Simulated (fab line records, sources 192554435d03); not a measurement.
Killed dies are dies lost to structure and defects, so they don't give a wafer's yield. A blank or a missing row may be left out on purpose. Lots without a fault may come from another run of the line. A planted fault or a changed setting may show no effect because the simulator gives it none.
fab line records | flow n5_finfet
record lots=11 wafers=30 last_day=18
route steps=1938 shown SD_EPI_N@271 SD_EPI_P@297 BEOL_M4@1111 PASSIVATION@1936
lots that met no fault: from a run of the same line without faults
start_h: hours from the record's first day to the start of the lot's first wafer shown | wait_h: hours since the lot's step before | " the same as in the row above | L1.1+2: a row that stands for several wafers | - no value, or no start given | * or withheld: withheld | < > ~ a bound
route shown NAME@n: a module of which the file shows steps, and the number in the route of the first | usual: mean/standard deviation of fault-free wafers | same: alike in all rows | chamber/n: place in a boat | sites: the reading at each site | _std_site: their standard deviation | _edge_site: outer sites' mean less inner sites' | radius_mm: how far each site lies from the wafer's centre | mask NAME#n: copy n | behind: the tool/chamber that last shaped the wafer | hold: why the lot was held/for how many hours/how that ended | device: the transistor (n, p or np) that didn't switch | end of line: the same wafers' tests at the end of the route | a step without rows: its recipe alone | killed: dies lost to structure and defects at the first sort, not the wafer's yield | map: a wafer's dies, x killed, . not, _ none there
set.NAME: the setting as run; set.NAME@STEP: as run at that earlier step | model.NAME: the simulator's own value behind a step, which no gauge read
steps of the route over a sample of lots; a table a step, a row a wafer
services: from which hour (start_h, from the record's first day; less than 0 if before it) a tool's chamber was out of use, for how many hours, and why
## steps
# step N5_SD_EPI_N_OVL_MEAS_10
# recipe points_per_wafer=44
# usual SD_N_BLK_OVL=0.0/0.73
# columns lot.wafer tool chamber start_h wait_h SD_N_BLK_OVL[nm]
L396.1 overlay-01 0 48.51 0.0 0.3
L396.5 " 0 " " -0.6
L397.2 overlay-01 0 55.84 0.0 0.1
L397.3 " 0 " " 0.8
L397.4 " 0 " " -0.1
L399.3 overlay-02 0 66.95 0.0 0.1
L399.4 " 0 " " 1.5
L399.6 " 0 " " 0.4
L401.1 overlay-02 0 80.07 0.0 0.0
L401.4 " 0 " " 0.4
L404.2 overlay-02 0 96.22 0.0 -1.4
L404.4 " 0 " " -1.2
L405.1 overlay-02 0 104.04 0.0 -0.6
L405.2 " 0 " " 0.3
L405.6 " 0 " " -0.2
L407.1 overlay-01 0 118.26 0.0 0.8
L407.2 " 0 " " -0.5
L407.3 " 0 " " 0.9
L411.1 overlay-02 0 139.53 0.0 1.2
L411.2 " 0 " " 1.4
L411.5 " 0 " " 2.2
L412.3 overlay-02 0 145.79 0.0 -0.4
L412.4 " 0 " " 0.7
L412.5 " 0 " " -0.8
L414.1 overlay-01 0 157.94 0.0 0.1
L414.2 " 0 " " -0.4
L414.3 " 0 " " -0.3
L417.1 overlay-02 0 178.95 0.0 -0.5
L417.5 " 0 " " 0.2
L417.6 " 0 " " 0.5
# step N5_SD_EPI_P_COAT_03
# recipe resist=CAR-ArF-block spin_rpm=1500 resist_thk_nm=150
# usual spin_speed_rpm=1499.9/0.86
# columns lot.wafer tool chamber start_h wait_h spin_speed_rpm
L396.1 litho_track-04 0 53.52 - 1500.4
L396.5 " 0 " " 1499.4
L397.2 litho_track-05 0 60.00 - 1501.0
L397.3 " 0 " " 1500.9
L397.4 " 0 " " 1502.3
L399.3 litho_track-04 0 70.99 - 1499.2
L399.4 " 0 " " 1498.9
L399.6 " 0 " " 1500.3
L401.1 litho_track-04 0 84.71 - 1499.0
L401.4 " 0 " " 1500.3
L404.2 litho_track-05 0 101.00 - 1500.3
L404.4 " 0 " " 1500.1
L405.1 litho_track-05 0 108.35 - 1499.8
L405.2 " 0 " " 1500.9
L405.6 " 0 " " 1500.5
L407.1 litho_track-02 0 124.03 - 1498.3
L407.2 " 0 " " 1498.6
L407.3 " 0 " " 1499.0
L411.1 litho_track-04 0 143.94 - 1465.3
L411.2 " 0 " " 1466.0
L411.5 " 0 " " 1465.2
L412.3 litho_track-04 0 151.32 - 1466.5
L412.4 " 0 " " 1466.4
L412.5 " 0 " " 1466.0
L414.1 litho_track-04 0 162.74 - 1465.6
L414.2 " 0 " " 1467.3
L414.3 " 0 " " 1467.1
L417.1 litho_track-05 0 182.98 - 1500.2
L417.5 " 0 " " 1500.0
L417.6 " 0 " " 1498.8
# step N5_SD_EPI_P_OVL_MEAS_10
# recipe points_per_wafer=44
# usual SD_P_BLK_OVL=0.5/0.83
# columns lot.wafer tool chamber start_h wait_h SD_P_BLK_OVL[nm]
L396.1 overlay-02 0 53.79 0.0 -0.6
L396.5 " 0 " " 0.8
L397.2 overlay-01 0 60.39 0.0 0.4
L397.3 " 0 " " 1.0
L397.4 " 0 " " 1.1
L399.3 overlay-02 0 71.39 0.0 0.2
L399.4 " 0 " " -0.1
L399.6 " 0 " " -1.2
L401.1 overlay-02 0 85.10 0.0 0.8
L401.4 " 0 " " -0.2
L404.2 overlay-01 0 101.27 0.0 -1.2
L404.4 " 0 " " 0.7
L405.1 overlay-01 0 108.74 0.0 1.5
L405.2 " 0 " " 0.7
L405.6 " 0 " " 1.7
L407.1 overlay-01 0 124.29 0.0 0.3
L407.2 " 0 " " 1.8
L407.3 " 0 " " -0.3
L411.1 overlay-02 0 144.20 0.0 1.5
L411.2 " 0 " " 1.2
L411.5 " 0 " " 0.1
L412.3 overlay-02 0 151.71 0.0 0.3
L412.4 " 0 " " 0.7
L412.5 " 0 " " -0.1
L414.1 overlay-02 0 163.00 0.0 0.6
L414.2 " 0 " " 1.2
L414.3 " 0 " " 0.4
L417.1 overlay-01 0 183.37 0.0 1.1
L417.5 " 0 " " 0.2
L417.6 " 0 " " 0.6
# step N5_SD_EPI_P_DESCUM_14
# recipe chemistry=O2 time_s=7.9 source_power_w=50 bias_power_w=20 pressure_mtorr=20 rf_frequency_hz=2.712e+07 temp_c=40 resist=CAR-ArF-block o2_flow_sccm=225
# usual bias_power_w=20.00/0.065 drypump_motor_current_A=5.88/0.28 oes_product_au=0.79/0.075 rf_vpp_V=243.8/1.6 showerhead_plenum_p_Torr=2.13/0.083 throttle_valve_pct=20.37/0.26
# columns lot.wafer tool chamber start_h wait_h bias_power_w drypump_motor_current_A oes_product_au rf_hours_counter_h rf_vpp_V showerhead_plenum_p_Torr throttle_valve_pct
L396.1 rie_diel-03 0 54.42 0.6 20.07 5.16 0.67 243 245.2 2.16 20.61
L396.5 " 2 " " 19.94 5.42 0.84 - 241.4 2.12 20.42
L397.2 rie_diel-05 2 60.45 0.0 19.91 6.32 0.78 115 245.0 2.20 20.74
L397.3 " 1 " " 19.83 5.75 0.95 11 245.5 2.13 20.16
L397.4 " 3 " " 19.98 6.07 0.91 26 244.9 2.23 20.41
L399.3 rie_diel-03 3 71.72 0.3 19.97 5.79 0.70 - 243.8 2.14 20.70
L399.4 " 1 " " 19.96 5.90 0.74 - 244.8 2.18 20.73
L399.6 " 3 " " 20.00 5.78 0.70 - 244.5 2.13 20.67
L401.1 rie_diel-05 1 85.16 0.0 20.10 5.75 0.94 19 244.2 2.13 20.19
L401.4 " 3 " " 20.03 6.09 0.90 34 244.1 2.23 20.41
L404.2 rie_diel-05 0 101.32 0.0 19.97 6.07 0.77 143 245.0 2.18 20.22
L404.4 " 2 " " 20.06 6.38 0.78 128 244.0 2.20 20.77
L405.1 rie_diel-05 3 108.80 0.0 20.08 6.08 0.88 43 244.9 2.22 20.44
L405.2 " 1 " " 20.01 5.74 0.92 26 244.2 2.12 20.19
L405.6 " 1 " " 20.13 5.75 0.92 - 243.3 2.12 20.19
L407.1 rie_diel-05 0 124.35 0.0 20.03 6.12 0.77 149 245.0 2.17 20.26
L407.2 " 2 " " 19.97 6.34 0.77 134 242.9 2.20 20.78
L407.3 " 3 " " 20.05 6.08 0.87 46 245.4 2.22 20.42
L411.1 rie_diel-03 0 144.49 0.3 20.00 5.19 0.98 2 244.3 2.16 20.24
L411.2 " 2 " " 20.03 5.38 0.80 101 243.5 2.11 20.46
L411.5 " 1 " " 19.99 5.85 0.72 - 243.7 2.17 20.78
L412.3 rie_diel-04 3 151.77 0.0 19.90 5.49 0.75 141 239.7 1.94 20.47
L412.4 " 1 " " 20.00 5.64 0.68 - 242.9 2.06 20.20
L412.5 " 3 " " 19.97 5.51 0.75 - 241.6 1.94 20.46
L414.1 rie_diel-05 2 163.09 0.1 20.01 6.33 0.76 146 245.2 2.19 20.79
L414.2 " 0 " " 20.07 6.08 0.75 159 242.9 2.17 20.25
L414.3 " 3 " " 20.02 6.10 0.86 59 245.8 2.22 20.47
L417.1 rie_diel-04 1 183.43 0.0 19.93 5.67 0.68 249 244.1 2.06 20.21
L417.5 " 1 " " 19.96 5.67 0.68 - 242.9 2.06 20.21
L417.6 " 2 " " 19.98 6.09 0.78 - 245.4 2.17 19.90
# step N5_BEOL_M4_RC_MEAS_101
# usual DIBL_N=35.8/1.7 DIBL_P=35.9/1.9 IOFF_N=0.151/0.028 IOFF_P=0.21/0.037 ION_N=673/12 ION_P=463/8.3 SS_N=71.4/0.59 SS_P=73.2/0.63 VT_N=250/3.2 VT_P=-250/3.7
# columns lot.wafer tool chamber start_h wait_h DIBL_N[mV/V] DIBL_P[mV/V] IOFF_N[nA/um] IOFF_P[nA/um] ION_N[uA/um] ION_P[uA/um] SS_N[mV/dec] SS_P[mV/dec] VT_N[mV] VT_P[mV]
L397.2 prober-01 0 160.68 0.2 38.0 37.1 0.171 0.26 676 470 71.5 73.0 247 -245
L397.3 " 0 " " 38.6 38.5 0.191 0.29 683 477 73.0 73.0 246 -242
L397.4 " 0 " " 36.2 35.5 0.151 0.23 686 481 71.4 72.8 250 -244
L396.1 prober-02 0 161.17 0.0 36.1 36.0 0.141 0.21 667 462 71.5 73.7 249 -247
L396.5 " 0 " " 35.2 35.2 0.130 0.21 660 457 71.2 73.0 254 -250
L399.3 prober-02 0 178.17 0.3 37.9 38.0 0.172 0.23 671 453 71.3 73.8 248 -250
L399.4 " 0 " " 37.0 37.3 0.167 0.21 687 468 71.3 73.4 249 -255
L399.6 " 0 " " 38.2 38.8 0.183 0.24 678 468 71.9 73.4 249 -247
L401.1 prober-01 0 195.53 0.0 37.4 36.9 0.171 0.26 687 472 71.9 73.9 249 -244
L401.4 " 0 " " 37.7 37.7 0.188 0.28 692 475 71.5 74.0 245 -245
L404.2 prober-01 0 216.22 0.2 34.6 37.0 0.134 0.20 662 461 70.8 73.4 250 -251
L404.4 " 0 " " 32.8 34.4 0.110 0.17 656 454 70.3 72.3 256 -253
L405.1 prober-02 0 216.35 0.0 39.0 39.7 0.211 0.26 675 462 72.1 73.9 245 -248
L405.2 " 0 " " 37.2 37.8 0.164 0.22 670 458 72.2 73.9 251 -248
L405.6 " 0 " " 37.3 37.9 0.174 0.23 668 459 71.3 73.2 247 -249
L407.1 prober-01 0 232.74 0.0 35.7 36.6 0.149 0.18 683 462 70.8 72.9 251 -254
L407.2 " 0 " " 33.5 33.9 0.116 0.15 666 460 71.0 72.7 252 -259
L407.3 " 0 " " 34.9 36.0 0.136 0.17 656 449 70.9 73.7 249 -254
L411.1 prober-01 0 253.85 0.0 36.9 36.0 0.167 0.20 669 456 71.9 73.1 250 -252
L411.2 " 0 " " 37.8 36.6 0.182 0.21 679 463 71.3 73.6 245 -249
L411.5 " 0 " " 36.8 35.3 0.162 0.20 684 469 71.2 72.6 248 -252
L412.3 prober-01 0 258.19 0.3 34.8 34.4 0.121 0.16 659 447 72.1 72.9 254 -252
L412.4 " 0 " " 35.3 34.9 0.127 0.18 656 450 71.2 73.7 255 -255
L412.5 " 0 " " 37.7 37.7 0.165 0.22 684 467 72.6 73.5 248 -250
L414.1 prober-01 0 276.59 0.0 34.2 35.2 0.127 0.21 662 454 71.2 72.6 249 -250
L414.2 " 0 " " 32.4 33.0 0.109 0.17 669 465 70.9 72.1 255 -252
L414.3 " 0 " " 35.3 35.9 0.142 0.21 674 462 71.5 73.1 251 -248
L417.1 prober-01 0 316.96 0.0 39.4 41.1 0.240 0.30 672 459 72.8 74.9 245 -246
L417.5 " 0 " " 37.1 38.3 0.195 0.24 690 467 71.8 73.8 245 -248
L417.6 " 0 " " 38.6 40.0 0.217 0.27 692 474 72.3 74.6 245 -246
# step N5_PASSIVATION_PROBE_49
# usual defect_limited_yield=91.4/1.5 killed_at_M0_to_M3=33/9.8 killed_at_M4_up=14/5.5 killed_at_contacts=12/6.5 killed_at_front_end=38/11 killed_at_other=3/3.1 killed_dies=101/17 killed_open=66/13 killed_short=32/7.5 sort_bin_5_function=5.0/1 sort_bin_6_memory=3.2/0.69 sort_n_pass=1079/17 sort_yield_pct=91.4/1.5
# same gross_dies=1180 killed_at_back_side=0 sort_bin_4_leakage[%]=0 sort_bin_8_speed[%]=0
# columns lot.wafer tool chamber start_h wait_h defect_limited_yield[%] killed_at_M0_to_M3 killed_at_M4_up killed_at_contacts killed_at_front_end killed_at_other killed_dies killed_open killed_short sort_bin_5_function[%] sort_bin_6_memory[%] sort_n_pass sort_yield_pct[%]
L396.1 prober-02 - 276.98 0.0 89.8 51 10 6 53 0 120 81 39 6.1 3.9 1060 89.8
L396.5 prober-02 - 277.18 0.2 90.3 45 11 8 50 0 114 58 48 4.7 3.7 1066 90.3
L412.3 prober-01 - 365.43 0.1 91.5 40 12 6 38 4 100 68 31 5.7 2.6 1080 91.5
L412.4 prober-01 - 365.48 0.2 88.0 38 19 7 71 7 142 98 37 6.4 4.9 1038 88.0
L412.5 prober-01 - 365.53 0.2 90.2 51 14 16 32 3 116 71 43 6.0 3.6 1064 90.2
L414.1 prober-01 - 376.96 0.0 93.7 29 11 3 25 6 74 45 29 3.5 2.5 1106 93.7
L414.2 prober-01 - 377.01 0.1 91.4 45 14 6 37 0 102 60 32 4.8 2.7 1078 91.4
L414.3 prober-01 - 377.06 0.1 93.5 18 16 10 25 8 77 48 29 3.7 2.4 1103 93.5
# killed by level:class
L396.1 STI_FIN_REVEAL:geometric_particle:open=13 BEOL_M0_SAQP:geometric_particle:short=13 BEOL_M3:geometric_particle:open=12 BEOL_M0_SAQP:geometric_particle:open=11 FIN_SAQP:geometric_particle:open=10 BEOL_M1:geometric_particle:open=7 FIN_SAQP:geometric_particle:short=6 ILD0:geometric_particle:short=4
L396.5 FIN_SAQP:geometric_particle:open=13 BEOL_M1:geometric_particle:open=8 BEOL_M3:geometric_particle:short=8 BEOL_M0_SAQP:geometric_particle:short=7 BEOL_M0_SAQP:geometric_particle:open=7 HKMG_FIN:area_etch=7 ILD0:geometric_particle:short=5 MOL_CONTACT_COAG:geometric_particle:open=5
L412.3 BEOL_M2:geometric_particle:open=14 STI_FIN_REVEAL:geometric_particle:open=12 BEOL_M0_SAQP:geometric_particle:open=11 BEOL_M0_SAQP:geometric_particle:short=10 FIN_SAQP:geometric_particle:short=7 DUMMY_GATE:geometric_particle:open=6 MOL_CONTACT_COAG:geometric_particle:open=5 FIN_SAQP:geometric_particle:open=4
L412.4 STI_FIN_REVEAL:geometric_particle:open=29 FIN_SAQP:geometric_particle:open=10 BEOL_M3:geometric_particle:open=9 DUMMY_GATE:geometric_particle:open=8 BEOL_M0_SAQP:geometric_particle:open=8 GATE_CUT:geometric_particle:short=7 MOL_CONTACT_COAG:geometric_particle:open=6 BEOL_M0_SAQP:geometric_particle:short=6
L412.5 BEOL_M0_SAQP:geometric_particle:open=12 BEOL_M0_SAQP:geometric_particle:short=12 MOL_CONTACT_COAG:geometric_particle:open=11 STI_FIN_REVEAL:geometric_particle:open=8 BEOL_M3:geometric_particle:open=8 DUMMY_GATE:geometric_particle:open=6 BEOL_M1:geometric_particle:open=6 GATE_CUT:geometric_particle:short=5
L414.1 FIN_SAQP:geometric_particle:open=11 BEOL_M2:geometric_particle:open=8 BEOL_M0_SAQP:geometric_particle:short=7 BEOL_M0_SAQP:geometric_particle:open=6 STARTING-WAFER:geometric_particle:short=6 BEOL_M1:geometric_particle:open=4 BEOL_M5:geometric_particle:open=3 FIN_SAQP:geometric_particle:short=2
L414.2 BEOL_M3:geometric_particle:open=11 BEOL_M2:geometric_particle:open=9 HKMG_FIN:area_etch=9 FIN_SAQP:geometric_particle:short=8 BEOL_M0_SAQP:geometric_particle:open=6 MOL_CONTACT_COAG:geometric_particle:open=5 BEOL_M0:geometric_particle:open=5 DUMMY_GATE:geometric_particle:open=4
L414.3 MOL_CONTACT_COAG:geometric_particle:open=8 FIN_SAQP:geometric_particle:open=6 BEOL_M4:geometric_particle:open=5 FIN_SAQP:geometric_particle:short=3 BEOL_M2:geometric_particle:open=3 GATE_CUT:geometric_particle:open=3 BEOL_M3:geometric_particle:short=3 PASS1_DEP:geometric_particle:short=3
## services
# columns tool chamber start_h hours kind
rie_diel-03 2 38.54 8.4 repair
rie_diel-05 - 43.75 14.6 pm
rie_diel-03 - 46.51 2.8 pm
rie_diel-03 0 68.69 27.3 repair
rie_diel-05 0 92.10 4.1 repair
litho_track-05 - 95.16 - consumable_replace:filter
rie_diel-03 3 95.99 - clean
rie_diel-03 3 95.99 - consumable_replace:focus_ring
rie_diel-03 3 95.99 22.8 scheduled_down
rie_diel-03 3 95.99 22.8 vent_cycle
rie_diel-03 0 99.83 13.6 repair
rie_diel-03 0 118.83 - clean
rie_diel-03 0 118.83 - consumable_replace:focus_ring
rie_diel-03 0 118.83 19.6 scheduled_down
rie_diel-03 0 118.83 19.6 vent_cycle
rie_diel-05 - 127.03 0.2 repair
rie_diel-05 1 162.56 1.5 repair
## key
first_sign step=N5_SD_EPI_P_COAT_03 reading=spin_speed_rpm direction=down sigmas=39 usual=* struck=*
effect none on later readings
met_at N5_SD_EPI_P_COAT_03
struck_lots L411,L412,L414
not_acting_at N5_SD_EPI_N_OVL_MEAS_10,N5_SD_EPI_P_OVL_MEAS_10,N5_SD_EPI_P_DESCUM_14
onset_between 84.71 143.94
fault kind=process_parameter_drift tool=litho_track-04 chamber=- onset_h=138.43 steps=N5_SD_EPI_P_COAT_03 channel=spin_rpm offset=* shape=step end_h=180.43 acts_in=* stated=*
